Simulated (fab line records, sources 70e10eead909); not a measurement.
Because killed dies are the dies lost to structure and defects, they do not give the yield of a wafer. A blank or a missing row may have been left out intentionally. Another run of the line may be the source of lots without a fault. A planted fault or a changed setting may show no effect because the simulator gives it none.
Which of the tools did it? || flow nand harc || 13 lots with 38 wafers sampled at 5 steps, on a route of 1302 steps

WHAT THE GAUGES SHOWED, per wafer
NHARC_END_SORT_01. Usual: killed at array 63, standard deviation 27; killed at other 0.7, standard deviation 1.2; killed at periphery 3.1, standard deviation 2; killed dies 67, standard deviation 28; killed open 3.0, standard deviation 1.9; killed short 2.2, standard deviation 1.5.
{"lot": "L795", "measured": "day 27 02:20", "on": "prober-01", "killed at array": "676 671", "killed at other": "0 3", "killed at periphery": "1 3", "killed dies": "677 677", "killed open": "5 6", "killed short": "0 6", "flag": "OFF"}

TOOL THAT RAN EACH LOT (tool first, then ch and the chambers of the sampled wafers, then the start)
{"lot": "L788", "NHARC_A_STAIRCASE_CVD_552": "lpcvd-01 ch 1, day 17 21:29", "NHARC_A_BONDPAD_DEGAS_25": "pvd sputter-02, day 23 08:11", "NHARC_THIN_TSV_DEP_47": "pecvd-01 ch 0,1, day 24 01:07", "NHARC_THIN_TSV_ETCH_36": "rie metal-02 ch 0,1, day 24 05:50"}
{"lot": "L789", "NHARC_A_STAIRCASE_CVD_552": "lpcvd-01 ch 1, day 18 01:31", "NHARC_A_BONDPAD_DEGAS_25": "pvd sputter-01, day 23 03:17", "NHARC_THIN_TSV_DEP_47": "pecvd-02 ch 0,1,2, day 23 21:02", "NHARC_THIN_TSV_ETCH_36": "rie metal-01 ch 0,1, day 24 01:33"}
{"lot": "L790", "NHARC_A_STAIRCASE_CVD_552": "lpcvd-01 ch 0, day 18 08:19", "NHARC_A_BONDPAD_DEGAS_25": "pvd sputter-02, day 23 19:22", "NHARC_THIN_TSV_DEP_47": "pecvd-02 ch 0,1, day 24 11:10", "NHARC_THIN_TSV_ETCH_36": "rie metal-01 ch 0,1, day 24 15:41"}
{"lot": "L794", "NHARC_A_STAIRCASE_CVD_552": "lpcvd-02 ch 0, day 19 06:42", "NHARC_A_BONDPAD_DEGAS_25": "pvd sputter-03, day 25 09:32", "NHARC_THIN_TSV_DEP_47": "pecvd-04 ch 0,2, day 26 01:16", "NHARC_THIN_TSV_ETCH_36": "rie metal-02 ch 0, day 26 05:55"}
{"lot": "L795", "NHARC_A_STAIRCASE_CVD_552": "lpcvd-01 ch 0, day 20 00:59", "NHARC_A_BONDPAD_DEGAS_25": "-", "NHARC_THIN_TSV_DEP_47": "-", "NHARC_THIN_TSV_ETCH_36": "-"}
{"lot": "L799", "NHARC_A_STAIRCASE_CVD_552": "lpcvd-02 ch 0, day 22 01:40", "NHARC_A_BONDPAD_DEGAS_25": "pvd sputter-02, day 27 13:52", "NHARC_THIN_TSV_DEP_47": "pecvd-02 ch 0,1,2, day 28 09:40", "NHARC_THIN_TSV_ETCH_36": "rie metal-02 ch 0,1, day 28 14:17"}
{"lot": "L800", "NHARC_A_STAIRCASE_CVD_552": "lpcvd-02 ch 1, day 22 09:05", "NHARC_A_BONDPAD_DEGAS_25": "pvd sputter-01, day 27 13:19", "NHARC_THIN_TSV_DEP_47": "pecvd-01 ch 1,2, day 28 08:28", "NHARC_THIN_TSV_ETCH_36": "rie metal-01 ch 0,1, day 28 13:05"}
{"lot": "L801", "NHARC_A_STAIRCASE_CVD_552": "lpcvd-01 ch 1, day 23 08:05", "NHARC_A_BONDPAD_DEGAS_25": "pvd sputter-03, day 28 19:26", "NHARC_THIN_TSV_DEP_47": "pecvd-04 ch 0,2, day 29 11:53", "NHARC_THIN_TSV_ETCH_36": "rie metal-01 ch 0,1, day 29 16:20"}
{"lot": "L805", "NHARC_A_STAIRCASE_CVD_552": "lpcvd-02 ch 1, day 24 22:17", "NHARC_A_BONDPAD_DEGAS_25": "pvd sputter-02, day 30 23:38", "NHARC_THIN_TSV_DEP_47": "pecvd-01 ch 0,1,2, day 31 15:31", "NHARC_THIN_TSV_ETCH_36": "rie metal-02 ch 0,1, day 31 19:55"}
{"lot": "L807", "NHARC_A_STAIRCASE_CVD_552": "lpcvd-02 ch 0, day 25 08:47", "NHARC_A_BONDPAD_DEGAS_25": "pvd sputter-02, day 31 09:32", "NHARC_THIN_TSV_DEP_47": "pecvd-02 ch 0,1, day 32 06:15", "NHARC_THIN_TSV_ETCH_36": "rie metal-03 ch 0,1, day 32 10:46"}
{"lot": "L806", "NHARC_A_STAIRCASE_CVD_552": "lpcvd-01 ch 1, day 25 12:15", "NHARC_A_BONDPAD_DEGAS_25": "pvd sputter-01, day 31 03:20", "NHARC_THIN_TSV_DEP_47": "pecvd-02 ch 0,1,2, day 31 19:37", "NHARC_THIN_TSV_ETCH_36": "rie metal-02 ch 1, day 32 00:17"}
{"lot": "L810", "NHARC_A_STAIRCASE_CVD_552": "lpcvd-02 ch 1, day 26 13:59", "NHARC_A_BONDPAD_DEGAS_25": "pvd sputter-03, day 32 01:09", "NHARC_THIN_TSV_DEP_47": "pecvd-01 ch 0,1, day 32 22:43", "NHARC_THIN_TSV_ETCH_36": "rie metal-02 ch 0,1, day 33 03:16"}
{"lot": "L811", "NHARC_A_STAIRCASE_CVD_552": "lpcvd-02 ch 1, day 26 13:59", "NHARC_A_BONDPAD_DEGAS_25": "pvd sputter-01, day 32 04:10", "NHARC_THIN_TSV_DEP_47": "pecvd-04 ch 0,2, day 33 09:27", "NHARC_THIN_TSV_ETCH_36": "rie metal-01 ch 0,1, day 33 14:25"}
- NHARC_A_STAIRCASE_CVD_552: deposits SiNx, target thk 40 nm.
- NHARC_A_BONDPAD_DEGAS_25: time 60 s.
- NHARC_THIN_TSV_DEP_47: deposits SiO2, target thk 200 nm.
- NHARC_THIN_TSV_ETCH_36: etches the open film in Cl2/BCl3, target depth 65 nm, time 18.571 s.

WHAT THE TOOLS THEMSELVES READ (means of the sampled wafers that have a number; where no wafer has one, the mark that the record gives instead)
NHARC_A_STAIRCASE_CVD_552. Usual: spike tc bottom C at 722.0 C, with a standard deviation of 2.5.
{"lot": "L788", "tool": "lpcvd-01", "spike tc bottom C (C)": 722.9, "flag": ""}
{"lot": "L789", "tool": "lpcvd-01", "spike tc bottom C (C)": 722.2, "flag": ""}
{"lot": "L790", "tool": "lpcvd-01", "spike tc bottom C (C)": 719.3, "flag": ""}
{"lot": "L794", "tool": "lpcvd-02", "spike tc bottom C (C)": 721.5, "flag": ""}
{"lot": "L795", "tool": "lpcvd-01", "spike tc bottom C (C)": 720.5, "flag": ""}
{"lot": "L799", "tool": "lpcvd-02", "spike tc bottom C (C)": 719.4, "flag": ""}
{"lot": "L800", "tool": "lpcvd-02", "spike tc bottom C (C)": 724.1, "flag": ""}
{"lot": "L801", "tool": "lpcvd-01", "spike tc bottom C (C)": 723.1, "flag": ""}
{"lot": "L805", "tool": "lpcvd-02", "spike tc bottom C (C)": 723.0, "flag": ""}
{"lot": "L807", "tool": "lpcvd-02", "spike tc bottom C (C)": 719.0, "flag": ""}
{"lot": "L806", "tool": "lpcvd-01", "spike tc bottom C (C)": 723.9, "flag": ""}
{"lot": "L810", "tool": "lpcvd-02", "spike tc bottom C (C)": 725.3, "flag": ""}
{"lot": "L811", "tool": "lpcvd-02", "spike tc bottom C (C)": 723.3, "flag": ""}

NHARC_A_BONDPAD_DEGAS_25. Usual: heater power w at 496 W, with a standard deviation of 47.
{"lot": "L788", "tool": "pvd sputter-02", "heater power w (W)": 526, "flag": ""}
{"lot": "L789", "tool": "pvd sputter-01", "heater power w (W)": 506, "flag": ""}
{"lot": "L790", "tool": "pvd sputter-02", "heater power w (W)": 525, "flag": ""}
{"lot": "L794", "tool": "pvd sputter-03", "heater power w (W)": 463, "flag": ""}
{"lot": "L799", "tool": "pvd sputter-02", "heater power w (W)": 510, "flag": ""}
{"lot": "L800", "tool": "pvd sputter-01", "heater power w (W)": 528, "flag": ""}
{"lot": "L801", "tool": "pvd sputter-03", "heater power w (W)": 459, "flag": ""}
{"lot": "L805", "tool": "pvd sputter-02", "heater power w (W)": 496, "flag": ""}
{"lot": "L807", "tool": "pvd sputter-02", "heater power w (W)": 523, "flag": ""}
{"lot": "L806", "tool": "pvd sputter-01", "heater power w (W)": 502, "flag": ""}
{"lot": "L810", "tool": "pvd sputter-03", "heater power w (W)": 436, "flag": ""}
{"lot": "L811", "tool": "pvd sputter-01", "heater power w (W)": 497, "flag": ""}

NHARC_THIN_TSV_DEP_47. Usual: chamber pressure Torr 6.499 Torr, standard deviation 0.015; throttle valve pct 15.8 %, standard deviation 0.47.
{"lot": "L788", "tool": "pecvd-01", "chamber pressure Torr (Torr)": 6.518, "throttle valve pct (%)": 16.0, "flag": ""}
{"lot": "L789", "tool": "pecvd-02", "chamber pressure Torr (Torr)": 6.501, "throttle valve pct (%)": 15.5, "flag": ""}
{"lot": "L790", "tool": "pecvd-02", "chamber pressure Torr (Torr)": 6.493, "throttle valve pct (%)": 15.5, "flag": ""}
{"lot": "L794", "tool": "pecvd-04", "chamber pressure Torr (Torr)": 6.501, "throttle valve pct (%)": 16.0, "flag": ""}
{"lot": "L799", "tool": "pecvd-02", "chamber pressure Torr (Torr)": 6.491, "throttle valve pct (%)": 15.7, "flag": ""}
{"lot": "L800", "tool": "pecvd-01", "chamber pressure Torr (Torr)": 6.495, "throttle valve pct (%)": 16.1, "flag": ""}
{"lot": "L801", "tool": "pecvd-04", "chamber pressure Torr (Torr)": 6.502, "throttle valve pct (%)": 15.7, "flag": ""}
{"lot": "L805", "tool": "pecvd-01", "chamber pressure Torr (Torr)": 6.502, "throttle valve pct (%)": 16.2, "flag": ""}
{"lot": "L807", "tool": "pecvd-02", "chamber pressure Torr (Torr)": 6.507, "throttle valve pct (%)": 15.8, "flag": ""}
{"lot": "L806", "tool": "pecvd-02", "chamber pressure Torr (Torr)": 6.503, "throttle valve pct (%)": 15.7, "flag": ""}
{"lot": "L810", "tool": "pecvd-01", "chamber pressure Torr (Torr)": 6.505, "throttle valve pct (%)": 15.9, "flag": ""}
{"lot": "L811", "tool": "pecvd-04", "chamber pressure Torr (Torr)": 6.500, "throttle valve pct (%)": 15.9, "flag": ""}

NHARC_THIN_TSV_ETCH_36. Usual: drypump motor current A 5.3 A, standard deviation 0.5; oes product au 0.995 a.u., standard deviation 0.011.
{"lot": "L788", "tool": "rie metal-02", "drypump motor current A (A)": 4.8, "oes product au (a.u.)": 0.980, "flag": ""}
{"lot": "L789", "tool": "rie metal-01", "drypump motor current A (A)": 5.3, "oes product au (a.u.)": 0.996, "flag": ""}
{"lot": "L790", "tool": "rie metal-01", "drypump motor current A (A)": 5.6, "oes product au (a.u.)": 0.989, "flag": ""}
{"lot": "L794", "tool": "rie metal-02", "drypump motor current A (A)": 5.1, "oes product au (a.u.)": 1.000, "flag": ""}
{"lot": "L799", "tool": "rie metal-02", "drypump motor current A (A)": 5.0, "oes product au (a.u.)": 0.998, "flag": ""}
{"lot": "L800", "tool": "rie metal-01", "drypump motor current A (A)": 5.3, "oes product au (a.u.)": 1.005, "flag": ""}
{"lot": "L801", "tool": "rie metal-01", "drypump motor current A (A)": 5.3, "oes product au (a.u.)": 0.999, "flag": ""}
{"lot": "L805", "tool": "rie metal-02", "drypump motor current A (A)": 4.8, "oes product au (a.u.)": 0.998, "flag": ""}
{"lot": "L807", "tool": "rie metal-03", "drypump motor current A (A)": 5.6, "oes product au (a.u.)": 0.987, "flag": ""}
{"lot": "L806", "tool": "rie metal-02", "drypump motor current A (A)": 4.6, "oes product au (a.u.)": 0.984, "flag": ""}
{"lot": "L810", "tool": "rie metal-02", "drypump motor current A (A)": 5.0, "oes product au (a.u.)": 1.003, "flag": ""}
{"lot": "L811", "tool": "rie metal-01", "drypump motor current A (A)": 5.6, "oes product au (a.u.)": 0.997, "flag": ""}

THE ANSWER, worked out from the rows above alone
Rule: a lot counts as off when the mean over its wafers that have a number is more than 3 standard deviations away from the usual mean. A lot without any number at a reading at which 4 lots or more have one is off too. The other lots that the step has rows for count as sound. The gauges are gone through in route order, then the tools' own readings, and for those a lot's mean is taken as printed above. The first step at which some lot is off is used, and at that step the reading that is off furthest; a lot without a number counts as furthest.
Off, at NHARC_END_SORT_01 on killed at array: L795. Neither off nor sound, because the step has no rows for them: L788, L789, L790, L794, L799, L800, L801, L805, L807, L806, L810, L811.
If a tool, at a process step before that reading, ran all the lots that are off and no sound lot after the first of them, it fits. The gauges at NHARC_END_SORT_01 are tried like those tools. Can't be told from this: 2 tools fit, lpcvd-01 at NHARC_A_STAIRCASE_CVD_552, prober-01 at NHARC_END_SORT_01.

WHAT THE SIMULATOR PUT IN
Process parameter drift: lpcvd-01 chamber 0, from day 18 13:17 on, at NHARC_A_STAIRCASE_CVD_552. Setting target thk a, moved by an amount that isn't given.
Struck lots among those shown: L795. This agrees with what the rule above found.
